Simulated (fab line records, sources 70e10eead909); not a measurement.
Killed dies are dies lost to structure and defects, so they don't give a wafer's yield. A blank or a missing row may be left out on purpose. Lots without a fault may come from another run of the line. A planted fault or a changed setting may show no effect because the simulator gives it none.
fab line records | flow nand_harc
record lots=6 wafers=18 last_day=33
route steps=1302 shown A_STAIRCASE@686
lots that met no fault: from a run of the same line without faults
start_h: hours from the record's first day to the start of the lot's first wafer shown | wait_h: hours since the lot's step before | " the same as in the row above | L1.1+2: a row that stands for several wafers | - no value, or no start given | * or withheld: withheld | < > ~ a bound
route shown NAME@n: a module of which the file shows steps, and the number in the route of the first | usual: mean/standard deviation of fault-free wafers | same: alike in all rows | chamber/n: place in a boat | sites: the reading at each site | _std_site: their standard deviation | _edge_site: outer sites' mean less inner sites' | radius_mm: how far each site lies from the wafer's centre | mask NAME#n: copy n | behind: the tool/chamber that last shaped the wafer | hold: why the lot was held/for how many hours/how that ended | device: the transistor (n, p or np) that didn't switch | end of line: the same wafers' tests at the end of the route | a step without rows: its recipe alone | killed: dies lost to structure and defects at the first sort, not the wafer's yield | map: a wafer's dies, x killed, . not, _ none there
set.NAME: the setting as run; set.NAME@STEP: as run at that earlier step | model.NAME: the simulator's own value behind a step, which no gauge read
lots at some steps of the route; a table a step, a row a wafer
services: from which hour (start_h, from the record's first day; less than 0 if before it) a tool's chamber was out of use, for how many hours, and why
## steps
# step NHARC_A_STAIRCASE_STRIP_175
# recipe power_w=1500 temp_c=250 chemistry=O2
# usual drypump_motor_current_A=5.9/0.49 heater_power_w=321/37
# columns lot.wafer tool chamber start_h wait_h drypump_motor_current_A heater_power_w rf_hours_counter_h
L739.1 plasma_asher-01 0 352.88 0.1 5.6 280 1
L739.3 " 0 " " 5.6 271 -
L739.5 " 1 " " 6.5 323 -
L746.2 plasma_asher-02 0 436.19 0.1 6.1 383 0
L746.3 " 0 " " 6.1 381 -
L746.6 " 0 " " 6.1 380 -
L751.2 plasma_asher-02 0 476.44 0.1 6.1 375 9
L751.3 " 1 " " 5.2 345 -
L751.4 " 0 " " 6.1 375 -
L753.1 plasma_asher-02 1 500.58 0.1 5.2 337 14
L753.3 " 1 " " 5.2 348 -
L753.6 " 0 " " 6.1 373 -
L759.2 plasma_asher-01 0 577.87 0.4 5.6 259 12
L759.1 " 1 " " 6.5 327 12
L759.6 " 1 " " 6.5 318 -
L761.1 plasma_asher-01 0 580.13 0.2 5.6 255 13
L761.4 " 0 " " 5.6 266 -
L761.6 " 0 " " 5.6 255 -
# step NHARC_A_STAIRCASE_STRIP_148
# recipe time_s=900 temp_c=130 chemistry=SPM
# step NHARC_A_STAIRCASE_PRECLEAN_149
# recipe time_s=* temp_c=50 bath_age_min=0 chemistry=SC1
# step NHARC_A_STAIRCASE_SRD_150
# step NHARC_A_STAIRCASE_DEHYDRATE_176
# recipe temp_c=150 time_s=120
# step NHARC_A_STAIRCASE_HMDS_177
# recipe time_s=30
# step NHARC_A_STAIRCASE_COAT_178
# recipe spin_rpm=1200
# step NHARC_A_STAIRCASE_SOFTBAKE_179
# recipe temp_c=135 time_s=170
# step NHARC_A_STAIRCASE_EBR_180
# step NHARC_A_STAIRCASE_EXPOSE_181
# recipe na=0.5 dose_mj=27.87 mask_id=STAIR_2
# step NHARC_A_STAIRCASE_PEB_182
# recipe peb_temp_c=115 peb_time_s=130
# step NHARC_A_STAIRCASE_DEVELOP_183
# recipe time_s=140
# usual chill_plate_temp_C=23.02/0.097 exhaust_pa=44.9/0.95 resist_line_temp_C=22.98/0.093 time_s=140/0
# columns lot.wafer tool chamber start_h wait_h chill_plate_temp_C exhaust_pa resist_line_temp_C time_s
L739.1 litho_track-07 0 354 - 22.97 45.7 22.82 140
L739.3 " 0 " " 23.14 44.4 23.01 140
L739.5 " 0 " " 23.05 44.2 22.97 140
L746.2 litho_track-03 0 437 - 22.97 44.9 22.72 140
L746.3 " 0 " " 23.07 45.5 23.02 140
L746.6 " 0 " " 22.99 43.5 23.05 140
L751.2 litho_track-07 - 477 - - - - -
L751.3 " - " " - - - -
L751.4 " - " " - - - -
L753.1 litho_track-07 - 501 - - - - -
L753.3 " - " " - - - -
L753.6 " - " " - - - -
L759.1 litho_track-03 0 579 - 22.91 45.3 22.98 140
L759.2 " 0 " " 22.97 43.7 23.01 140
L759.6 " 0 " " 22.87 44.3 23.01 140
L761.1 litho_track-03 0 581 - 23.02 46.4 22.98 140
L761.4 " 0 " " 22.92 46.4 23.00 140
L761.6 " 0 " " 22.76 45.7 23.15 140
## services
# columns tool chamber start_h hours kind
plasma_asher-01 - 342.11 9.0 pm
plasma_asher-01 0 342.11 9.0 vent_cycle
plasma_asher-01 1 342.11 9.0 vent_cycle
plasma_asher-01 0 351.11 - clean
plasma_asher-01 1 351.11 - clean
litho_track-07 - 426.00 7.0 pm
plasma_asher-02 - 426.07 9.0 pm
plasma_asher-02 0 426.07 9.0 vent_cycle
plasma_asher-02 1 426.07 9.0 vent_cycle
plasma_asher-02 0 435.07 - clean
plasma_asher-02 1 435.07 - clean
litho_track-03 - 450.00 7.0 pm
plasma_asher-01 - 519.11 9.0 pm
plasma_asher-01 0 519.11 9.0 vent_cycle
plasma_asher-01 1 519.11 9.0 vent_cycle
plasma_asher-01 0 528.11 - clean
plasma_asher-01 1 528.11 - clean
plasma_asher-02 - 573.11 7.3 repair
## key
first_sign step=NHARC_A_STAIRCASE_DEVELOP_183 reading=tool_record direction=missing
effect none on later readings
met_at NHARC_A_STAIRCASE_DEVELOP_183
struck_wafers L751.2,L751.3,L751.4,L753.1,L753.3,L753.6
later_rows_left_out L751.2,L751.3,L751.4,L753.1,L753.3,L753.6
sort_left_out L751.2,L751.3,L751.4,L753.1,L753.3,L753.6
tester_left_out L751,L753
fault kind=skipped_step_whole tool=litho_track-07 chamber=- onset_h=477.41 steps=NHARC_A_STAIRCASE_DEVELOP_183 scope=struck_lots_only
# tester_left_out: of these lots the tester's yield and bins aren't shown, on N5 and GAA mostly nor the transistor test; their killed dies are dies lost to structure and defects alone, not to doping, threshold or leakage, so they don't give the yield
# sort_left_out: the simulated sort isn't trusted on such a fault, so these wafers' sort isn't shown, and their yield isn't known
# later_rows_left_out: the simulator's readings of these wafers behind a module that went badly wrong aren't trusted and aren't shown, but for the sort
